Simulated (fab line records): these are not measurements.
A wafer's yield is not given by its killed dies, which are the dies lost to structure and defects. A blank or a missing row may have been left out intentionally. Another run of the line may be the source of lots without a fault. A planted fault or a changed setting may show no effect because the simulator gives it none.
What tool caused it? -- flow nand-harc -- 6 lots, 18 wafers sampled, at 5 steps of a route of 1302

WHAT THE GAUGES READ, wafer by wafer
NHARC_A_M1_CD_MEAS_09: the cd target is 120 nm.
lot,measured,on,cd-nm (nm)
L977,day 23 05:56,cd-sem-03,120.7 120.5 121.3
L980,day 24 00:03,cd-sem-02,120.3 120.0 119.9
L981,day 24 14:29,cd-sem-02,121.2 120.8 120.8
L987,day 27 21:55,cd-sem-03,120.0 120.5 119.7
L997,day 32 00:59,cd-sem-02,117.5 120.8 120.3
L998,day 33 08:41,cd-sem-03,119.1 119.6 119.0

TOOL THAT RAN EACH LOT (tool first, then ch and the chambers of the sampled wafers, then the start)
lot,NHARC_A_M0_DEGAS_28,NHARC_A_M0_PRE_CLEAN_29,NHARC_A_M0_PVD_21,NHARC_A_M1_PEB_07
L977,"pvd-sputter-02, day 23 02:57","pvd-sputter-02, day 23 05:51 or earlier","pvd-sputter-02, day 23 05:51 or earlier","litho-track-01 ch 0, day 23 05:51"
L980,"pvd-sputter-01, day 23 20:52","pvd-sputter-01, day 23 23:58 or earlier","pvd-sputter-01, day 23 23:58 or earlier","litho-track-04 ch 0, day 23 23:58"
L981,"pvd-sputter-02, day 24 11:40","pvd-sputter-02, day 24 14:24 or earlier","pvd-sputter-02, day 24 14:24 or earlier","litho-track-01 ch 0, day 24 14:24"
L987,"pvd-sputter-03, day 27 18:56","pvd-sputter-03, day 27 21:50 or earlier","pvd-sputter-03, day 27 21:50 or earlier","litho-track-04 ch 0, day 27 21:50"
L997,"pvd-sputter-03, day 31 22:10","pvd-sputter-03, day 32 00:55 or earlier","pvd-sputter-03, day 32 00:55 or earlier","litho-track-04 ch 0, day 32 00:55"
L998,"pvd-sputter-02, day 33 05:26","pvd-sputter-02, day 33 08:37 or earlier","pvd-sputter-02, day 33 08:37 or earlier","litho-track-06 ch 0, day 33 08:37"
- NHARC_A_M0_DEGAS_28: time 60 s.
- NHARC_A_M0_PRE_CLEAN_29: time 30 s.
- NHARC_A_M0_PVD_21: deposits Cu, target thk 30 nm, time 20.49 s.
- NHARC_A_M1_PEB_07: peb time 65 s.

THE ANSWER, worked out from the rows above alone
Rule: the lots themselves supply what counts as usual. The widest of any qualifying gaps counts: lots, ordered by their means at a reading, are off when they make up no more than a third of the lots, leave a main group of 4 or more, and stand apart from it by 3 or more times the standard deviation of that group's means. If all means in a main group match to the digits the tables above print for the reading, that group is not used. A lot without any number at a reading at which 4 lots or more have one is off too. All remaining lots with rows at the step are treated as sound.
No lot is off on any of the readings shown, so nothing can be concluded from this.

WHAT THE SIMULATOR PUT IN
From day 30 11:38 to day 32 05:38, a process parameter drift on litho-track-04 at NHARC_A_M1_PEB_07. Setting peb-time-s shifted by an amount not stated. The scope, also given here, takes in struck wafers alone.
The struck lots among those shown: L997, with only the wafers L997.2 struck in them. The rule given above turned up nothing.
